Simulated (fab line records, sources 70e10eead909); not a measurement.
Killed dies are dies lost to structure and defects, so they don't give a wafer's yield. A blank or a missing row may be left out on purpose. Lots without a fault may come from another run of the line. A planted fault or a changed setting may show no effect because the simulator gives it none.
Chamber matching | flow nand_harc | NHARC_A_M0_CMP_23 on cmp-04: 4 sister chambers
The step polishes, t overpolish 20 s, target thk 113.75 nm. 4 wafers are shown with their chamber, then 8 later ones without.

WAFERS WITH THEIR CHAMBER
wafer  | chamber | motor_current_A (A)
L086.5 | 3       | 10.8
L090.2 | 2       | 12.7
L090.6 | 0       | 11.2
L092.2 | 1       | 11.7

WAFERS WITHOUT THEIR CHAMBER
wafer  | motor_current_A (A)
L092.3 | 11.2
L092.4 | 10.7
L095.1 | 11.9
L095.3 | 11.2
L095.6 | 10.8
L096.1 | 11.0
L096.2 | 11.9
L096.3 | 12.2

WHICH CHAMBER EACH WENT THROUGH
wafer  | from the rows above     | in truth
L092.3 | can't be placed: 0 or 3 | 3
L092.4 | can't be placed: 3 or 0 | 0
L095.1 | 1                       | 1
L095.3 | can't be placed: 0 or 3 | 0
L095.6 | can't be placed: 3 or 0 | 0
L096.1 | can't be placed: 0 or 3 | 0
L096.2 | 1                       | 1
L096.3 | can't be placed: 1 or 2 | 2
Placed correctly: 2 of 8. Can't be placed from these rows: 6 (the true chamber is among the candidates in 6). Placed wrongly: 0.
How it was worked out, from the rows above alone: a wafer's distance from a chamber is the root of the sum, over the readings, of the square of ((its reading less the chamber's mean) divided by the reading's scatter). The wafer belongs to the nearest chamber; if the next one is less than 2 further off, it can't be placed. A chamber's mean is the mean of its shown wafers. The scatter: with one shown wafer a chamber, the root of the mean of the squares of how far each hidden wafer lies from its nearest shown one.
